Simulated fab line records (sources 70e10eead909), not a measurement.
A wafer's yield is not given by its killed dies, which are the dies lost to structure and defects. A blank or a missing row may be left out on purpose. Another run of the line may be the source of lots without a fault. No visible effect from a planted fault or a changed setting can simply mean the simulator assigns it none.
Struck lot and sound lot, side by side | flow nand_harc | 15 steps out of a route of 1302
Sound: these wafers, L172.1, L172.2, L172.5. Struck: wafer L176.1. (L176.3, L176.4 of the same lot were not struck and are left out.) The cause comes at the end.
At each step with rows: each side's tool, then ch and its chambers, then its first start. Under that, the readings that differ: sound wafers | struck wafers | difference of the means | sigmas: that difference in standard deviations of wafers without a fault.
alike: a reading whose means differ by less than 2 such deviations, as well as words and numbers matching on both sides. not compared: withheld readings; readings where some wafer has no value; bounds like >300 that might hide an equal value; numbers whose values overlap and for which the record gives no deviation.
Wherever a step has rows on one side only, a row that says differs or no value, or a row with sigmas, the two part there. When numbers do not overlap yet have no deviation, they are printed without sigmas and do not part them. A reading that every wafer of one side lacks parts them only if that side has two wafers or more.

first, 7 steps without rows for these wafers: NHARC_A_BONDPAD_COAT_33 (time 65 s); NHARC_A_BONDPAD_COAT_03 (resist thk 600 nm); NHARC_A_BONDPAD_SOFTBAKE_04 (time 70 s); NHARC_A_BONDPAD_EBR_05; NHARC_A_BONDPAD_EXPOSE_06 (exposes mask A BPAD); NHARC_A_BONDPAD_PEB_07 (peb time 80 s); NHARC_A_BONDPAD_DEVELOP_08 (time 50 s).
NHARC_A_BONDPAD_CD_MEAS_09: target cd 500 nm.
  sound on cd_sem-02 ch 0, day 26 22:46; struck on cd_sem-03 ch 0, day 28 14:32
  alike: cd_nm
NHARC_A_BONDPAD_OVL_MEAS_35:
  struck on overlay-01, day 28 14:37; sound on overlay-01, day 26 22:52
  alike: overlay_x_nm, overlay_y_nm
then, 1 step without rows for these wafers: NHARC_A_BONDPAD_HARDBAKE_10 (time 65 s).
NHARC_A_BONDPAD_DESCUM_11: chemistry O2, time 3 s.
  sound on rie_diel-02 ch 1,2, day 26 22:59; struck on rie_diel-02 ch 0, day 28 14:45
  alike: drypump_motor_current_A, oes_product_au, rf_vpp_V, showerhead_plenum_p_Torr, throttle_valve_pct
  not compared: rf_hours_counter_h
NHARC_A_BONDPAD_ETCH_34: etches the open film in N2/H2, target depth 60 nm, overetch 18 nm, time 65.91 s.
  sound on rie_diel-02 ch 1,2,3, day 26 23:05; struck on rie_diel-02 ch 2, day 28 14:50
  alike: drypump_motor_current_A, h2_flow_sccm, oes_product_au, rf_vpp_V, run_length_s, showerhead_plenum_p_Torr, throttle_valve_pct
  not compared: rf_hours_counter_h
NHARC_A_BONDPAD_ETCH_12: etches the open film in CHF3/O2, target depth 220 nm, time 110 s.
  sound on rie_diel-02 ch 0,2,3, day 26 23:11; struck on rie_diel-02 ch 1, day 28 14:56
  reading          | sound             | struck | difference | sigmas
  run_length_s (s) | 130.6 131.3 131.2 | 125.4  | -5.6       | -14
  alike: drypump_motor_current_A, oes_product_au, rf_vpp_V, showerhead_plenum_p_Torr, throttle_valve_pct
  not compared: rf_hours_counter_h
NHARC_A_BONDPAD_CD_MEAS_13:
  struck on cd_sem-02, day 28 15:04; sound on cd_sem-01, day 26 23:18
  reading    | sound             | struck | difference | sigmas
  cd_nm (nm) | 498.5 499.4 501.9 | 496.3  | -3.6       | -3
NHARC_END_SORT_01:
  sound on prober-01 ch 0, day 28 04:35; struck on prober-02 ch 0, day 29 18:24
  reading                  | sound    | struck | difference | sigmas
  defect_limited_yield (%) | 88 88 86 | 96     | +9         | +3
  killed_at_array          | 70 73 90 | 27     | -51        | -2
  killed_dies              | 78 84 96 | 29     | -57        | -3
  alike: killed_at_other, killed_at_periphery, killed_open, killed_short

== WHERE THEY PART ==
Earliest at NHARC_A_BONDPAD_ETCH_12; latest, in this record, at NHARC_END_SORT_01.

WHY: what had been put in by the simulator
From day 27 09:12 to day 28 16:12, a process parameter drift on rie_diel-02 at NHARC_A_BONDPAD_ETCH_12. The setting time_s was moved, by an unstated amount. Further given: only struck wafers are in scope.
